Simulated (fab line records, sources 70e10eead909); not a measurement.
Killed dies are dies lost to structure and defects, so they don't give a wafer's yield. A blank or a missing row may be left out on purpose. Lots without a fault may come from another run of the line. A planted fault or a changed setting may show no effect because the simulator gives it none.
Chamber matching | flow nand_harc | NHARC_P_STI_DESCUM_14 on rie_diel-05: 4 sister chambers
The step chemistry O2, time 3 s. 18 wafers are shown with their chamber, then 9 later ones without.

WAFERS WITH THEIR CHAMBER
wafer  | chamber | drypump_motor_current_A (A) | oes_product_au (a.u.) | throttle_valve_pct (%)
L621.3 | 1       | 5.2                         | 0.998                 | 11.314
L621.4 | 2       | 5.2                         | 0.995                 | 11.313
L621.5 | 1       | 5.2                         | 0.987                 | 11.314
L622.1 | 2       | 5.2                         | 0.990                 | 11.306
L622.2 | 3       | 5.7                         | 1.019                 | 11.304
L622.4 | 1       | 5.2                         | 0.996                 | 11.312
L625.2 | 2       | 5.2                         | 1.010                 | 11.316
L625.4 | 0       | 5.9                         | 1.016                 | 11.308
L625.6 | 2       | 5.2                         | 1.013                 | 11.306
L626.1 | 0       | 5.9                         | 1.021                 | 11.316
L626.5 | 1       | 5.2                         | 0.998                 | 11.325
L626.6 | 2       | 5.2                         | 1.008                 | 11.307
L627.1 | 0       | 5.9                         | 1.023                 | 11.311
L627.4 | 2       | 5.2                         | 1.005                 | 11.306
L627.5 | 0       | 6.0                         | 1.025                 | 11.302
L628.1 | 1       | 5.2                         | 1.005                 | 11.303
L628.3 | 0       | 6.0                         | 1.020                 | 11.299
L628.5 | 0       | 6.0                         | 1.014                 | 11.326

SIGNATURES (means of the wafers above)
reading                 | chamber 0 | chamber 1 | chamber 2 | chamber 3 | scatter within a chamber
drypump_motor_current_A | 5.950     | 5.200     | 5.200     | 5.700     | 0.0327
oes_product_au          | 1.01983   | 0.99680   | 1.00350   | 1.01900   | 0.00688
throttle_valve_pct      | 11.31033  | 11.31360  | 11.30900  | 11.30400  | 0.00767
Rule: a wafer's distance from a chamber is the root of the sum, over the readings, of the square of ((its reading less the chamber's mean) divided by the reading's scatter). The wafer belongs to the nearest chamber; if the next one is less than 2 further off, it can't be placed. The scatter: the root of (the sum of the squares of (reading less its chamber's mean) over the shown wafers, divided by (wafers less chambers)).

WAFERS WITHOUT THEIR CHAMBER
wafer  | drypump_motor_current_A (A) | oes_product_au (a.u.) | throttle_valve_pct (%)
L629.2 | 5.9                         | 1.011                 | 11.330
L629.5 | 5.2                         | 1.007                 | 11.311
L629.6 | 5.7                         | 1.031                 | 11.313
L630.2 | 5.2                         | 0.995                 | 11.319
L630.3 | 5.2                         | 1.002                 | 11.315
L630.5 | 5.9                         | 1.020                 | 11.314
L640.1 | 5.9                         | 1.006                 | 11.310
L640.4 | 5.7                         | 1.004                 | 11.297
L640.6 | 5.7                         | 1.003                 | 11.296

WHICH CHAMBER EACH WENT THROUGH
wafer  | from the rows above     | in truth
L629.2 | 0                       | 0
L629.5 | can't be placed: 2 or 1 | 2
L629.6 | 3                       | 3
L630.2 | can't be placed: 1 or 2 | 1
L630.3 | can't be placed: 1 or 2 | 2
L630.5 | 0                       | 0
L640.1 | 0                       | 0
L640.4 | 3                       | 3
L640.6 | 3                       | 3
Placed correctly: 6 of 9. Can't be placed from these rows: 3 (the true chamber is among the candidates in 3). Placed wrongly: 0.
